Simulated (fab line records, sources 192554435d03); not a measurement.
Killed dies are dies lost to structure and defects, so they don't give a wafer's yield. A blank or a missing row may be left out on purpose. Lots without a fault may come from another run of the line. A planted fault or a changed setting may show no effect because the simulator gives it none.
Split-lot experiment | flow n5_finfet | 7 lots, 39 wafers read, on a route of 1938 steps

THE SPLIT
At N5_BEOL_M9_ILD_DEP_00 (deposits SiCOH lowk from DEMS/porogen, target thk 308.51 nm, time 58 s), the setting target_thk_a was moved away from the recipe's 3085.1 angstrom on 18 of the 39 wafers read, by +19.1% to +58.0%. The other wafers ran this setting at the recipe's value.

FROM THE SPLIT TO THE READING: what the file shows between them, 1 step
- N5_BEOL_M9_CURE_71: cures SiCOH lowk, time 240 s

THE READING
M9_ILD_THK, in nm, at N5_BEOL_M9_THK_MEAS_01. Fault-free wafers of this fab line usually give 269 nm, standard deviation 3.6 nm.

wafer  | tool, chamber at the split | target_thk_a as run, angstrom | against the recipe | M9_ILD_THK, nm | against lot-mates on the recipe
L074.2 | pecvd-02, 0                | 3085.1                        | recipe             | 269            | -
L074.3 | pecvd-02, 2                | 3085.1                        | recipe             | 267            | -
L074.5 | pecvd-02, 0                | 3085.1                        | recipe             | 272            | -
L081.1 | pecvd-04, 0                | 3085.1                        | recipe             | 268            | -
L081.2 | pecvd-04, 1                | 4875                          | +58.0%             | 429            | +160
L081.3 | pecvd-04, 2                | 3085.1                        | recipe             | 269            | -
L081.4 | pecvd-04, 0                | 4875                          | +58.0%             | 431            | +162
L081.5 | pecvd-04, 1                | 4875                          | +58.0%             | 433            | +164
L081.6 | pecvd-04, 2                | 3085.1                        | recipe             | 271            | -
L083.1 | pecvd-02, 2                | 3673                          | +19.1%             | 316            | +47
L083.2 | pecvd-02, 0                | 3085.1                        | recipe             | 265            | -
L083.3 | pecvd-02, 1                | 3673                          | +19.1%             | 321            | +52
L083.4 | pecvd-02, 2                | 3085.1                        | recipe             | 269            | -
L083.5 | pecvd-02, 0                | 3085.1                        | recipe             | 272            | -
L083.6 | pecvd-02, 1                | 3673                          | +19.1%             | 329            | +60
L085.1 | pecvd-02, 2                | 3085.1                        | recipe             | 262            | -
L085.2 | pecvd-02, 1                | 3825                          | +24.0%             | 333            | +67
L085.3 | pecvd-02, 0                | 3825                          | +24.0%             | 329            | +63
L085.4 | pecvd-02, 0                | 3825                          | +24.0%             | 335            | +69
L085.5 | pecvd-02, 1                | 3085.1                        | recipe             | 273            | -
L085.6 | pecvd-02, 2                | 3085.1                        | recipe             | 263            | -
L087.1 | pecvd-04, 2                | 3085.1                        | recipe             | 265            | -
L087.2 | pecvd-04, 0                | 4346                          | +40.9%             | 378            | +108
L087.3 | pecvd-04, 1                | 4346                          | +40.9%             | 379            | +109
L087.4 | pecvd-04, 1                | 3085.1                        | recipe             | 272            | -
L087.5 | pecvd-04, 2                | 3085.1                        | recipe             | 272            | -
L087.6 | pecvd-04, 0                | 4346                          | +40.9%             | 385            | +115
L089.1 | pecvd-02, 2                | 4362                          | +41.4%             | 380            | +109
L089.2 | pecvd-02, 0                | 3085.1                        | recipe             | 267            | -
L089.3 | pecvd-02, 1                | 4362                          | +41.4%             | 381            | +110
L089.4 | pecvd-02, 2                | 4362                          | +41.4%             | 384            | +113
L089.5 | pecvd-02, 0                | 3085.1                        | recipe             | 272            | -
L089.6 | pecvd-02, 1                | 3085.1                        | recipe             | 274            | -
L097.1 | pecvd-04, 0                | 3085.1                        | recipe             | 260            | -
L097.2 | pecvd-04, 1                | 3085.1                        | recipe             | 262            | -
L097.3 | pecvd-04, 2                | 4281                          | +38.8%             | 371            | +108
L097.4 | pecvd-04, 1                | 4281                          | +38.8%             | 376            | +113
L097.5 | pecvd-04, 0                | 3085.1                        | recipe             | 268            | -
L097.6 | pecvd-04, 2                | 4281                          | +38.8%             | 377            | +114

THE FIT
A straight line over all 39 wafers: M9_ILD_THK changes by +2.77 nm for each +1% of target_thk_a; r = +1.00; the points scatter about the line by 3.8 nm.
The same after taking each lot's own level away (the mean of its wafers on the recipe; 39 wafers): +2.77 nm for each +1%; r = +1.00; scatter 3.6 nm.
On that fit, the largest move of target_thk_a shifts the reading by 1.6e+02 nm.
The lots' own levels span 263.3 to 271.0 nm, that is 2.1 times the standard deviation above.
So the lot-to-lot level changes the slope little: the two slopes agree.
Check: with one of the wafers moved furthest among these (+58.0%) left out of the fit, the line predicts +161 nm for it against its lot-mates. It came out at +160 nm against them.

THE WHOLE CHAIN: every reading that the file lists as answering this split, in the file's order
step                   | what it does                                                           | reading                                                                                  | change (the file's fit)              | r (the file's)
N5_BEOL_M9_ILD_DEP_00  | deposits SiCOH lowk from DEMS/porogen, target thk 308.51 nm, time 58 s | SiCOH_lowk_of_BEOL_M9_ILD_DEP_00.thk_nm (the simulator's own value, which no gauge read) | +3.11 nm for each +1% of the setting | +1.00
N5_BEOL_M9_CURE_71     | cures SiCOH lowk, time 240 s                                           | SiCOH_lowk_of_BEOL_M9_ILD_DEP_00.thk_nm (the simulator's own value, which no gauge read) | +2.77 nm for each +1% of the setting | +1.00
N5_BEOL_M9_THK_MEAS_01 |                                                                        | M9_ILD_THK                                                                               | +2.76 for each +1% of the setting    | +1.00

THE FILE'S OWN FIT
M9_ILD_THK changes by +2.76 nm for each +1% of target_thk_a, r = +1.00.
